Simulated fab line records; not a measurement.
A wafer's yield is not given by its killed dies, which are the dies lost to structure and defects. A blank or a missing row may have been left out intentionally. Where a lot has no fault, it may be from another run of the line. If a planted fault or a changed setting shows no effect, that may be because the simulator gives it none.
Which tool was responsible? | flow nand-harc | 24 lots, 72 wafers sampled, at 3 steps of a route of 1159

## WHAT EACH GAUGE READ, for each wafer
NHARC_P_CONTACT_CD_MEAS_12 targets a cd of 90 nm. Usual: cd-nm reads 90.2 nm (standard deviation 0.49).
lot  | measured     | on        | cd-nm (nm)     | flag
L074 | day 5 10:53  | cd-sem-03 | 90.2 90.2 90.5 |
L075 | day 5 17:52  | cd-sem-01 | 89.8 89.9 89.7 |
L076 | day 6 05:58  | cd-sem-03 | 89.2 89.5 89.7 |
L077 | day 6 05:26  | cd-sem-02 | 91.0 90.0 91.2 |
L078 | day 6 16:05  | cd-sem-01 | 89.9 89.9 89.7 |
L079 | day 6 16:38  | cd-sem-02 | 89.6 90.0 89.7 |
L080 | day 7 08:51  | cd-sem-03 | 90.6 90.0 90.3 |
L081 | day 7 09:57  | cd-sem-03 | 89.7 90.3 89.8 |
L082 | day 7 09:14  | cd-sem-01 | 90.8 89.8 90.5 |
L083 | day 8 00:29  | cd-sem-02 | 90.0 90.2 90.7 |
L084 | day 8 06:17  | cd-sem-01 | 90.9 91.1 90.5 |
L085 | day 8 19:11  | cd-sem-02 | 90.5 90.5 90.0 |
L086 | day 8 19:41  | cd-sem-01 | 89.6 90.5 90.6 |
L087 | day 9 00:20  | cd-sem-01 | 90.4 89.9 89.7 |
L088 | day 9 03:21  | cd-sem-03 | 90.7 90.0 90.4 |
L089 | day 9 02:20  | cd-sem-03 | 90.6 90.8 90.6 |
L090 | day 9 15:16  | cd-sem-02 | 90.1 90.4 90.2 |
L091 | day 9 16:55  | cd-sem-02 | 90.7 90.6 91.7 |
L092 | day 10 09:59 | cd-sem-03 | 90.0 90.9 90.3 |
L093 | day 10 09:50 | cd-sem-03 | 89.8 90.1 90.0 |
L094 | day 10 16:35 | cd-sem-02 | 89.5 90.4 89.4 |
L095 | day 10 15:11 | cd-sem-02 | 90.1 90.4 89.8 |
L096 | day 11 01:01 | cd-sem-03 | 90.0 90.2 90.4 |
L097 | day 11 01:28 | cd-sem-03 | 90.7 89.9 90.7 |

NHARC_P_M1_INSPECT_11. Usual: raw-defect-count reads 3.8 (standard deviation 2.3).
lot  | measured     | on                | raw-defect-count | flag
L074 | day 5 19:14  | defect-inspect-01 | 2 4 2            |
L075 | day 6 05:23  | defect-inspect-02 | 9 6 5            |
L076 | day 6 19:09  | defect-inspect-02 | 3 1 3            |
L077 | day 6 18:41  | defect-inspect-01 | 6 2 5            |
L078 | day 7 04:04  | defect-inspect-02 | 3 1 1            |
L079 | day 7 04:16  | defect-inspect-02 | 4 3 1            |
L080 | day 8 00:53  | defect-inspect-01 | 5 3 4            |
L081 | day 8 01:43  | defect-inspect-02 | 1 2 4            |
L082 | day 8 01:32  | defect-inspect-01 | 0 1 5            |
L083 | day 8 09:47  | defect-inspect-01 | 0 3 3            |
L084 | day 8 19:26  | defect-inspect-02 | 3 0 0            |
L085 | day 9 03:30  | defect-inspect-01 | 3 7 8            |
L086 | day 9 04:14  | defect-inspect-01 | 2 3 2            |
L087 | day 9 16:02  | defect-inspect-01 | 4 0 4            |
L088 | day 9 16:42  | defect-inspect-01 | 3 2 0            |
L089 | day 9 16:33  | defect-inspect-01 | 2 0 6            |
L090 | day 9 23:59  | defect-inspect-01 | 2 3 2            |
L091 | day 10 01:43 | defect-inspect-01 | 4 5 7            |
L092 | day 10 22:38 | defect-inspect-02 | 9 12 7           |
L093 | day 10 22:16 | defect-inspect-01 | 9 4 6            |
L094 | day 11 02:43 | defect-inspect-02 | 6 1 4            |
L095 | day 10 23:46 | defect-inspect-02 | 7 1 4            |
L096 | day 11 09:40 | defect-inspect-02 | 4 5 2            |
L097 | day 11 10:17 | defect-inspect-01 | 4 3 6            |

## EACH LOT AND THE TOOL THAT RAN IT (in order: tool; ch and the chambers of the sampled wafers; start)
lot  | NHARC_P_ZERO_WELL_DESCUM_26
L074 | rie-diel-07 ch 0,3, day 1 14:45
L075 | rie-diel-10 ch 0,2,3, day 1 20:51
L076 | rie-diel-10 ch 1,2, day 2 02:46
L077 | rie-diel-07 ch 0,1,2, day 2 08:47
L078 | rie-diel-04 ch 2,3, day 2 14:46
L079 | rie-diel-04 ch 0,1,3, day 2 20:44
L080 | rie-diel-10 ch 2,3, day 3 02:29
L081 | rie-diel-04 ch 0,1,2, day 3 08:39
L082 | rie-diel-10 ch 0,1,2, day 3 14:41
L083 | rie-diel-07 ch 2,3, day 3 20:59
L084 | rie-diel-04 ch 0,1,2, day 4 02:38
L085 | rie-diel-10 ch 0,2,3, day 4 08:40
L086 | rie-diel-07 ch 1,2,3, day 4 14:48
L087 | rie-diel-07 ch 0,3, day 4 20:45
L088 | rie-diel-07 ch 0,1,2, day 5 02:31
L089 | rie-diel-04 ch 1,2,3, day 5 08:46
L090 | rie-diel-10 ch 0,1, day 5 14:38
L091 | rie-diel-07 ch 0,1, day 5 20:58
L092 | rie-diel-10 ch 0,1,2, day 6 02:53
L093 | rie-diel-10 ch 0,1,3, day 6 08:44
L094 | rie-diel-10 ch 1,2,3, day 6 15:08
L095 | rie-diel-04 ch 0,1,2, day 6 20:46
L096 | rie-diel-07 ch 0,2,3, day 7 02:58
L097 | rie-diel-04 ch 0,1, day 7 08:38
- NHARC_P_ZERO_WELL_DESCUM_26: chemistry O2, time 3 s.

## AS READ BY THE TOOLS THEMSELVES (means over the sampled wafers that have a number; for cases with no such wafer, the mark the record gives instead)
NHARC_P_ZERO_WELL_DESCUM_26. Usual: drypump-motor-current-A 5.7 A, standard deviation 0.38; oes-product-au 1.002 a.u., standard deviation 0.0079; rf-vpp-V 57.8 V, standard deviation 0.92; showerhead-plenum-p-Torr 1.93 Torr, standard deviation 0.1; throttle-valve-pct 11.312 %, standard deviation 0.0084.
lot  | tool        | drypump-motor-current-A (A) | oes-product-au (a.u.) | rf-vpp-V (V) | showerhead-plenum-p-Torr (Torr) | throttle-valve-pct (%) | flag
L074 | rie-diel-07 | 5.4                         | 0.989                 | 58.9         | 1.97                            | 11.301                 |
L075 | rie-diel-10 | 5.6                         | 1.010                 | 58.2         | 2.00                            | 11.313                 |
L076 | rie-diel-10 | 5.8                         | 1.015                 | 57.9         | 1.88                            | 11.310                 |
L077 | rie-diel-07 | 5.6                         | 0.997                 | 57.2         | 1.86                            | 11.310                 |
L078 | rie-diel-04 | 6.4                         | 1.007                 | 56.8         | 1.86                            | 11.308                 |
L079 | rie-diel-04 | 5.9                         | 0.996                 | 57.3         | 1.97                            | 11.309                 |
L080 | rie-diel-10 | 5.5                         | 1.010                 | 59.2         | 2.00                            | 11.309                 |
L081 | rie-diel-04 | 5.8                         | 1.007                 | 57.3         | 1.99                            | 11.314                 |
L082 | rie-diel-10 | 5.7                         | 1.008                 | 58.2         | 1.97                            | 11.301                 |
L083 | rie-diel-07 | 5.4                         | 0.998                 | 58.0         | 1.93                            | 11.323                 |
L084 | rie-diel-04 | 5.8                         | 1.000                 | 58.4         | 1.99                            | 11.316                 |
L085 | rie-diel-10 | 5.6                         | 1.009                 | 57.7         | 2.00                            | 11.319                 |
L086 | rie-diel-07 | 5.3                         | 1.004                 | 57.8         | 1.92                            | 11.308                 |
L087 | rie-diel-07 | 5.5                         | 0.987                 | 57.3         | 1.97                            | 11.315                 |
L088 | rie-diel-07 | 5.6                         | 1.001                 | 57.7         | 1.85                            | 11.318                 |
L089 | rie-diel-04 | 6.0                         | 0.993                 | 57.4         | 1.91                            | 11.313                 |
L090 | rie-diel-10 | 5.8                         | 1.008                 | 58.0         | 1.88                            | 11.311                 |
L091 | rie-diel-07 | 5.7                         | 0.995                 | 57.2         | 1.84                            | 11.314                 |
L092 | rie-diel-10 | 5.7                         | 0.999                 | 58.6         | 1.97                            | 11.321                 |
L093 | rie-diel-10 | 5.7                         | 1.000                 | 57.5         | 1.90                            | 11.316                 |
L094 | rie-diel-10 | 5.7                         | 1.003                 | 58.3         | 1.91                            | 11.311                 |
L095 | rie-diel-04 | 5.8                         | 0.997                 | 58.2         | 1.99                            | 11.317                 |
L096 | rie-diel-07 | 5.6                         | 1.001                 | 57.7         | 1.92                            | 11.309                 |
L097 | rie-diel-04 | 5.6                         | 1.001                 | 57.8         | 2.04                            | 11.310                 |

## THE ANSWER, worked out from the rows above alone
Rule: a lot counts as off when the mean over its wafers that have a number is more than 3 standard deviations away from the usual mean. A lot without any number at a reading at which 4 lots or more have one is off too. All remaining lots with rows at the step are treated as sound. After the gauges, taken in route order, come the tools' own readings; for these a lot's mean is taken, as printed above. The first step at which some lot is off is used, and at that step the reading that is off furthest; a lot without a number counts as furthest.
No lot is off at any reading shown: from this, nothing can be told.

## WHAT THE SIMULATOR PUT IN
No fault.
